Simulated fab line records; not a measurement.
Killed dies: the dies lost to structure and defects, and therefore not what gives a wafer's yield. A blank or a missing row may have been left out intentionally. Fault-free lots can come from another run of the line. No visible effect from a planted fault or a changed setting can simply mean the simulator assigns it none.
Matching of chambers :: flow n5Finfet :: N5_GATE_CUT_STRIP_41 on rieDiel-02: 4 sister chambers
The step strips in CF4. 14 wafers are shown with their chamber, then 7 later ones without.

## WAFERS WITH THEIR CHAMBER
wafer: L078.2
chamber: 3
showerheadPlenumPTorr (Torr): 1.85
drypumpMotorCurrentA (A): 6.2
throttleValvePct (%): 13.55

wafer: L078.4
chamber: 1
showerheadPlenumPTorr (Torr): 1.67
drypumpMotorCurrentA (A): 5.7
throttleValvePct (%): 13.18

wafer: L078.6
chamber: 0
showerheadPlenumPTorr (Torr): 1.80
drypumpMotorCurrentA (A): 5.7
throttleValvePct (%): 13.71

wafer: L083.1
chamber: 3
showerheadPlenumPTorr (Torr): 1.84
drypumpMotorCurrentA (A): 6.3
throttleValvePct (%): 13.58

wafer: L083.2
chamber: 2
showerheadPlenumPTorr (Torr): 1.76
drypumpMotorCurrentA (A): 5.2
throttleValvePct (%): 13.58

wafer: L083.3
chamber: 0
showerheadPlenumPTorr (Torr): 1.80
drypumpMotorCurrentA (A): 5.7
throttleValvePct (%): 13.72

wafer: L084.2
chamber: 0
showerheadPlenumPTorr (Torr): 1.80
drypumpMotorCurrentA (A): 5.7
throttleValvePct (%): 13.74

wafer: L084.4
chamber: 1
showerheadPlenumPTorr (Torr): 1.67
drypumpMotorCurrentA (A): 5.7
throttleValvePct (%): 13.21

wafer: L084.5
chamber: 0
showerheadPlenumPTorr (Torr): 1.80
drypumpMotorCurrentA (A): 5.6
throttleValvePct (%): 13.73

wafer: L087.1
chamber: 0
showerheadPlenumPTorr (Torr): 1.80
drypumpMotorCurrentA (A): 5.7
throttleValvePct (%): 13.75

wafer: L087.3
chamber: 1
showerheadPlenumPTorr (Torr): 1.67
drypumpMotorCurrentA (A): 5.7
throttleValvePct (%): 13.19

wafer: L087.6
chamber: 1
showerheadPlenumPTorr (Torr): 1.67
drypumpMotorCurrentA (A): 5.7
throttleValvePct (%): 13.22

wafer: L089.1
chamber: 0
showerheadPlenumPTorr (Torr): 1.79
drypumpMotorCurrentA (A): 5.7
throttleValvePct (%): 13.77

wafer: L089.5
chamber: 3
showerheadPlenumPTorr (Torr): 1.84
drypumpMotorCurrentA (A): 6.3
throttleValvePct (%): 13.61

SIGNATURES, as means of the wafers listed above
reading: showerheadPlenumPTorr
chamber 0: 1.7983
chamber 1: 1.6700
chamber 2: 1.7600
chamber 3: 1.8433
scatter within a chamber: 0.00387

reading: drypumpMotorCurrentA
chamber 0: 5.683
chamber 1: 5.700
chamber 2: 5.200
chamber 3: 6.267
scatter within a chamber: 0.0387

reading: throttleValvePct
chamber 0: 13.7367
chamber 1: 13.2000
chamber 2: 13.5800
chamber 3: 13.5800
scatter within a chamber: 0.0227
Rule: distance of a wafer from a chamber = root of the sum over the readings of ((wafer's reading minus chamber's mean) / reading's scatter) squared. The wafer belongs to the nearest chamber; if the next one is less than 2 further off, it can't be placed. The scatter: the root of (the sum of the squares of (reading less its chamber's mean) over the shown wafers, divided by (wafers less chambers)).

## WAFERS WHOSE CHAMBER IS MISSING
wafer: L089.6
showerheadPlenumPTorr (Torr): 1.79
drypumpMotorCurrentA (A): 5.7
throttleValvePct (%): 13.76

wafer: L092.1
showerheadPlenumPTorr (Torr): 1.66
drypumpMotorCurrentA (A): 5.7
throttleValvePct (%): 13.24

wafer: L092.2
showerheadPlenumPTorr (Torr): 1.79
drypumpMotorCurrentA (A): 5.7
throttleValvePct (%): 13.77

wafer: L092.4
showerheadPlenumPTorr (Torr): 1.84
drypumpMotorCurrentA (A): 6.3
throttleValvePct (%): 13.01

wafer: L095.3
showerheadPlenumPTorr (Torr): 1.66
drypumpMotorCurrentA (A): 5.7
throttleValvePct (%): 13.25

wafer: L095.4
showerheadPlenumPTorr (Torr): 1.79
drypumpMotorCurrentA (A): 5.7
throttleValvePct (%): 13.80

wafer: L095.6
showerheadPlenumPTorr (Torr): 1.84
drypumpMotorCurrentA (A): 6.3
throttleValvePct (%): 13.03

## CHAMBER TAKEN BY EACH
wafer: L089.6
from the rows above: 0
in truth: 0

wafer: L092.1
from the rows above: 1
in truth: 1

wafer: L092.2
from the rows above: 0
in truth: 0

wafer: L092.4
from the rows above: 3
in truth: 3

wafer: L095.3
from the rows above: 1
in truth: 1

wafer: L095.4
from the rows above: 0
in truth: 0

wafer: L095.6
from the rows above: 3
in truth: 3
Correctly placed: 7 of 7. Not placeable from these rows: 0. Wrongly placed: 0.
